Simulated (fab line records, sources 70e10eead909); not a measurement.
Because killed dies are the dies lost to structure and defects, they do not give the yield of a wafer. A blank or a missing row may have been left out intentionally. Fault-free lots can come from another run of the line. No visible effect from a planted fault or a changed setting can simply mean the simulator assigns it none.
A single fault, viewed from 2 desks | flow nandHarc | what lay behind the numbers comes last; until then each desk has only its own

== DESK OF THE TOOL OWNER: cvdW-01 ==
The tool's own readings at NHARC_A_CONTACT_CVD_19 (deposits W, target thk 300 nm, time 802 s): means of the sampled wafers that have a number, for each lot that ran on this tool. The brackets show how far a lot's mean lies from the usual mean; more than 4 standard deviations puts the lot out of limits, marked OUT.
Columns: A = chamberPressureTorr at NHARC_A_CONTACT_CVD_19, usual 40.00 Torr; B = heaterPowerOuterW at NHARC_A_CONTACT_CVD_19, usual 272 W; C = heaterPowerW at NHARC_A_CONTACT_CVD_19, usual 470 W; D = throttleValvePct at NHARC_A_CONTACT_CVD_19, usual 8.1 %
lot  | first seen here | A     | B   | C   | D
L418 | day 23 13:10    | 40.00 | 275 | 480 | 8.2
L434 | day 29 10:20    | 40.05 | 269 | 464 | 8.4
L438 | day 32 09:20    | 39.97 | 288 | 497 | 8.1
L437 | day 32 12:15    | 39.99 | 284 | 498 | 8.2
This desk found nothing out of limits on any of the 4 lots.

== THE DEFECT DESK ==
What the inspections along the route counted, lot by lot: means of the sampled wafers that have a number. The brackets show how far a lot's mean lies from the usual mean; more than 4 standard deviations puts the lot out of limits, marked OUT.
Columns: A = rawDefectCount at NHARC_A_CONTACT_INSPECT_23, usual 563
lot  | first seen here | A
L418 | day 23 14:05    | 1042
L419 | day 23 18:43    | 436
L428 | day 27 13:46    | 823
L430 | day 29 08:49    | 675
L434 | day 29 11:23    | 710
L433 | day 29 11:25    | 448
L431 | day 29 12:52    | 368
L436 | day 30 10:05    | 508
L440 | day 32 08:41    | 380
L438 | day 32 10:30    | 440
L437 | day 32 13:31    | 547
L439 | day 32 16:46    | 520
This desk found nothing out of limits on any of the 12 lots.

== PUT TOGETHER ==
The tool owner's desk saw nothing out of limits.
Nothing the defect desk looked at was out of limits.

== WHAT HAD BEEN PUT IN BY THE SIMULATOR ==
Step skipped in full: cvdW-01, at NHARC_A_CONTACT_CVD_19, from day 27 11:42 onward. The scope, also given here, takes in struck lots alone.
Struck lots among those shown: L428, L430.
